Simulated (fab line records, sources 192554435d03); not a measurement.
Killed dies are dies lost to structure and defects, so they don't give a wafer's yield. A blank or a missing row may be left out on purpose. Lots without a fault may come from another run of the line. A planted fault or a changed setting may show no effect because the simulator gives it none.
Chamber matching | flow n5_finfet | N5_BEOL_M3_STRIP_36 on rie_diel-01: 4 sister chambers
The step strips in N2/H2. 8 wafers are shown with their chamber, then 11 later ones without.

WAFERS WITH THEIR CHAMBER
wafer  | chamber | drypump_motor_current_A (A) | throttle_valve_pct (%)
L077.5 | 0       | 6.09                        | 24.0
L078.5 | 0       | 6.09                        | 24.0
L086.1 | 2       | 5.26                        | 23.6
L086.4 | 1       | 6.00                        | 24.3
L084.3 | 1       | 5.93                        | 24.4
L084.4 | 3       | 5.77                        | 23.4
L084.6 | 3       | 5.76                        | 23.4
L087.1 | 2       | 5.28                        | 23.6

WAFERS WITHOUT THEIR CHAMBER
wafer  | drypump_motor_current_A (A) | throttle_valve_pct (%)
L087.3 | 6.12                        | 24.0
L087.6 | 6.13                        | 24.0
L090.1 | 5.27                        | 23.6
L090.2 | 6.12                        | 24.0
L090.3 | 5.75                        | 23.4
L092.4 | 6.10                        | 24.0
L092.5 | 5.74                        | 23.4
L092.6 | 5.27                        | 23.6
L093.1 | 5.72                        | 23.4
L093.5 | 5.98                        | 24.0
L093.6 | 5.72                        | 23.4

WHICH CHAMBER EACH WENT THROUGH
wafer  | from the rows above | in truth
L087.3 | 0                   | 0
L087.6 | 0                   | 0
L090.1 | 2                   | 2
L090.2 | 0                   | 0
L090.3 | 3                   | 3
L092.4 | 0                   | 0
L092.5 | 3                   | 3
L092.6 | 2                   | 2
L093.1 | 3                   | 3
L093.5 | 0                   | 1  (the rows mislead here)
L093.6 | 3                   | 3
Placed correctly: 10 of 11. Can't be placed from these rows: 0. Placed wrongly: 1.
How it was worked out, from the rows above alone: a wafer's distance from a chamber is the root of the sum, over the readings, of the square of ((its reading less the chamber's mean) divided by the reading's scatter). The wafer belongs to the nearest chamber; if the next one is less than 2 further off, it can't be placed. A chamber's mean is the mean of its shown wafers. The scatter: the root of (the sum of the squares of (reading less its chamber's mean) over the shown wafers, divided by (wafers less chambers)).
